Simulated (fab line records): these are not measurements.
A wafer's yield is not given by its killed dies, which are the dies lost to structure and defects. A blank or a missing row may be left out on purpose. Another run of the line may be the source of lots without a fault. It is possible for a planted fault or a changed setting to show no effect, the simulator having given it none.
Split-lot study -- flow n5_finfet -- 7 lots, 21 wafers read, on a route of 1938 steps

SPLIT DETAILS
At N5_BEOL_M6_COAT_05 (resist thk 90 nm), the setting spin_rpm was moved away from the recipe's 1500 rpm on 7 of the 21 wafers read, by -10.9% to +7.1%. All remaining wafers had this setting at the recipe value.

FROM THE SPLIT TO THE READING: what the file shows between them, 3 steps
- N5_BEOL_M6_EBR_07
- N5_BEOL_M6_SOFTBAKE_06: time 60 s
- N5_BEOL_M6_DESCUM_16: chemistry O2, time 7.9 s

THE READING
CAR-ArF_of_BEOL_M6_COAT_05.thk_nm (the simulator's own value, which no gauge read), in nm, at N5_BEOL_M6_ETCH_61 (etches SiARC in CF4, target depth 45.5 nm, time 75.8 s). The file gives no usual value for it. Average 51.0 nm, standard deviation 0.25 nm, over the 14 wafers here run with the recipe.

wafer,"tool, chamber at the split","spin_rpm as run, rpm",against the recipe,"CAR-ArF_of_BEOL_M6_COAT_05.thk_nm, nm",against lot-mates on the recipe
L077.4,"litho_track-04, 0",1500,recipe,51,-
L077.6,"litho_track-04, 0",1500,recipe,51,-
L077.5,"litho_track-04, 0",1500,recipe,50.8,-
L084.1,"litho_track-02, 0",1543,+2.9%,49.8,-1.2
L084.5,"litho_track-02, 0",1500,recipe,51.2,-
L084.6,"litho_track-02, 0",1500,recipe,50.8,-
L085.1,"litho_track-03, 0",1500,recipe,51.2,-
L085.3,"litho_track-03, 0",1500,recipe,50.4,-
L085.6,"litho_track-03, 0",1575,+5.0%,48.8,-2.0
L087.1,"litho_track-02, 0",1500,recipe,51.4,-
L087.3,"litho_track-02, 0",1500,recipe,50.8,-
L087.5,"litho_track-02, 0",1606,+7.1%,48,-3.1
L091.1,"litho_track-02, 0",1365,-9.0%,55.6,+4.4
L091.2,"litho_track-02, 0",1365,-9.0%,55.4,+4.2
L091.4,"litho_track-02, 0",1500,recipe,51.2,-
L093.2,"litho_track-02, 0",1500,recipe,50.8,-
L093.4,"litho_track-02, 0",1500,recipe,50.8,-
L093.3,"litho_track-02, 0",1597,+6.5%,48.4,-2.4
L090.1,"litho_track-02, 0",1500,recipe,50.8,-
L090.2,"litho_track-02, 0",1500,recipe,51.2,-
L090.3,"litho_track-02, 0",1337,-10.9%,56.2,+5.2

FIT RESULTS
A straight line over all 21 wafers: CAR-ArF_of_BEOL_M6_COAT_05.thk_nm changes by -0.468 nm for each +1% of spin_rpm; r = -0.99; the points scatter about the line by 0.27 nm.
The same after taking each lot's own level away (the mean of its wafers on the recipe; 21 wafers): -0.455 nm for each +1%; r = -0.99; scatter 0.24 nm.
According to that fit, moving spin_rpm by its largest amount changes the reading by 4.9 nm.
The lots' own levels span 50.80 to 51.20 nm, that is 1.6 times the standard deviation above.
The two slopes agree, so the slope changes little with the lot-to-lot level.
Check: with one of the wafers moved furthest among these (-10.9%) left out of the fit, the line predicts +4.94 nm for it against its lot-mates. It came out at +5.2 nm against them.

THESE WAFERS: OTHER SPLITS
These wafers also went through other splits before the reading. Each is held against what the fit with the lots' levels taken away leaves over:
other split on the same wafers,wafers away from the commonest value,r with CAR-ArF_of_BEOL_M6_COAT_05.thk_nm (lot level and that fit taken away)
N5_BEOL_M5_EXPOSE_08 dose_mj,8,-0.41
N5_BEOL_M6_ILD_DEP_00 time_s,6,-0.31

THE WHOLE CHAIN: every reading that the file lists as answering this split, in the file's order
step,what it does,reading,change (the file's fit),r (the file's)
N5_BEOL_M6_COAT_05,resist thk 90 nm,"CAR-ArF_of_BEOL_M6_COAT_05.thk_nm (the simulator's own value, which no gauge read)",-0.472 nm for each +1% of the setting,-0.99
N5_BEOL_M6_DESCUM_16,"chemistry O2, time 7.9 s","CAR-ArF_of_BEOL_M6_COAT_05.thk_nm (the simulator's own value, which no gauge read)",-0.46 nm for each +1% of the setting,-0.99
N5_BEOL_M6_ETCH_61,"etches SiARC in CF4, target depth 45.5 nm, time 75.8 s","CAR-ArF_of_BEOL_M6_COAT_05.thk_nm (the simulator's own value, which no gauge read)",-0.451 nm for each +1% of the setting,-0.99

FILE'S OWN FIT
CAR-ArF_of_BEOL_M6_COAT_05.thk_nm changes by -0.451 nm for each +1% of spin_rpm, r = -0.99.
